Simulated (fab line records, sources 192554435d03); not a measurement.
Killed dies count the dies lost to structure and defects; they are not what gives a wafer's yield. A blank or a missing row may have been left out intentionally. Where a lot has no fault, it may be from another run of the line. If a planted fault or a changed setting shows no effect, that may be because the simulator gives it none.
Struck lot and sound lot, side by side | flow n5 finfet | 18 steps out of a route of 1938
Sound: wafers L873.1, L873.3, L873.5. Struck: wafer L888.2 (left out: L888.1, a lot-mate that was not struck); the cause follows at the end.
At each step with rows: each side's tool, then ch and its chambers, then its first start. Under that, the readings that differ: sound wafers | struck wafers | difference of the means | sigmas: that difference in standard deviations of wafers without a fault.
alike: readings with means less than 2 such deviations apart, plus words and numbers identical on both sides. not compared: withheld readings, readings lacking a value on some wafer, bounds such as >300 that could conceal the same value, and numbers that have no deviation in the record and whose values overlap.
A row with sigmas, a row that says differs or no value, or rows on one side alone: a step with any of these is where the two part. Non-overlapping numbers with no deviation appear without sigmas and do not part them. Lack of a reading on every wafer of one side parts them only where that side has two or more wafers.

first, 9 steps without rows for these wafers: N5_GATE_CUT_COAT_34 (time 60 s, resist thk 60 nm); N5_GATE_CUT_COAT_35 (time 60 s, resist thk 10 nm); N5_GATE_CUT_COAT_27 (time 60 s, resist thk 10 nm); N5_GATE_CUT_COAT_07 (resist thk 30 nm); N5_GATE_CUT_EBR_09; N5_GATE_CUT_SOFTBAKE_08 (time 60 s); N5_GATE_CUT_EXPOSE_10 (exposes mask GATE CUT, target cd 20 nm); N5_GATE_CUT_PEB_11 (peb time 60 s); N5_GATE_CUT_DEVELOP_12 (develop time 30 s).
N5_GATE_CUT_CD_MEAS_13: the cd target is 20 nm.
  sound on cd sem-02 ch 0, day 5 20:14; struck on cd sem-02 ch 0, day 9 18:16
  alike: cd nm
N5_GATE_CUT_OVL_MEAS_14:
  sound on overlay-02 ch 0, day 5 20:16; struck on overlay-01 ch 0, day 9 18:17
  alike: GATE_CUT_OVL
N5_GATE_CUT_INSPECT_15: inspects for defects (brightfield).
  sound: defect inspect-02 at day 5 20:19; struck: defect inspect-02 at day 9 18:21
  alike: raw defect count
N5_GATE_CUT_DESCUM_18: chemistry O2, time 7 s.
  sound on rie diel-01 ch 0,1,3, day 5 20:21; struck on rie diel-05 ch 3, day 9 18:23
  reading                                       | sound             | struck | difference | sigmas
  rf vpp V (V)                                  | 245.0 244.7 244.3 | 242.3  | -2.4       | -2
  showerhead plenum p Torr (Torr)               | 2.15 2.17 2.19    | 2.07   | -0.10      | -2
  model.CAR-EUV_of_GATE_CUT_COAT_07.thk nm (nm) | 26.2 26.2 26.2    | 25.8   | -0.4       |
  alike: drypump motor current A, o2 flow sccm, oes product au, throttle valve pct
  not compared: rf hours counter h
N5_GATE_CUT_ETCH_28: etches underlayer in N2/H2, target depth 13 nm, time 10.4 s.
  sound on rie diel-01 ch 0,1,3, day 5 20:23; struck on rie diel-05 ch 3, day 9 18:25
  reading                         | sound          | struck | difference | sigmas
  showerhead plenum p Torr (Torr) | 2.64 2.62 2.64 | 2.49   | -0.14      | -3
  alike: drypump motor current A, etch rf on time s, oes product au, rf vpp V, throttle valve pct
  not compared: rf hours counter h
N5_GATE_CUT_ETCH_36: etches SiARC in CF4, target depth 13 nm, time 21.7 s.
  sound on rie diel-01 ch 0,1,3, day 5 20:24; struck on rie diel-05 ch 3, day 9 18:26
  reading                                       | sound | struck | difference | sigmas
  model.CAR-EUV_of_GATE_CUT_COAT_07.thk nm (nm) | 7 7 7 | 6.8    | -0.2       |
  alike: drypump motor current A, etch rf on time s, oes product au, rf vpp V, showerhead plenum p Torr, throttle valve pct
  not compared: rf hours counter h
N5_GATE_CUT_ETCH_37: etches SOC in N2/H2, target depth 60 nm, overetch 12 nm, time 90 s.
  sound on rie diel-01 ch 0,1,3, day 5 20:26; struck on rie diel-05 ch 3, day 9 18:28
  reading                         | sound             | struck | difference | sigmas
  rf vpp V (V)                    | 527.5 525.0 526.6 | 521.7  | -4.7       | -3
  showerhead plenum p Torr (Torr) | 2.64 2.62 2.64    | 2.49   | -0.14      | -3
  alike: drypump motor current A, oes product au, throttle valve pct
  not compared: rf hours counter h
-- here the record skips 3 days between the struck wafers' starts before and after, leaving off in module GATE_CUT and picking up in module BEOL_M4 (first step shown: number 1111 of the route) --
N5_BEOL_M4_RC_MEAS_101:
  sound on prober-02 ch 0, day 9 10:13; struck on prober-01 ch 0, day 13 01:11
  reading       | sound       | struck | difference | sigmas
  ION_P (uA/um) | 460 463 463 | 477    | +15        | +2
  alike: DIBL_N, DIBL_P, IOFF_N, IOFF_P, ION_N, SS_N, SS_P, VT_N, VT_P
after that, 1 step had no rows for these wafers: N5_PASSIVATION_PROBE_49.

WHERE THEY PART
Earliest at N5_GATE_CUT_DESCUM_18; latest, in this record, at N5_BEOL_M4_RC_MEAS_101.

WHY: whatever the simulator had introduced
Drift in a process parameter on rie diel-05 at N5_GATE_CUT_DESCUM_18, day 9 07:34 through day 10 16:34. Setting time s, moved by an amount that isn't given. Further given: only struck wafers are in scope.
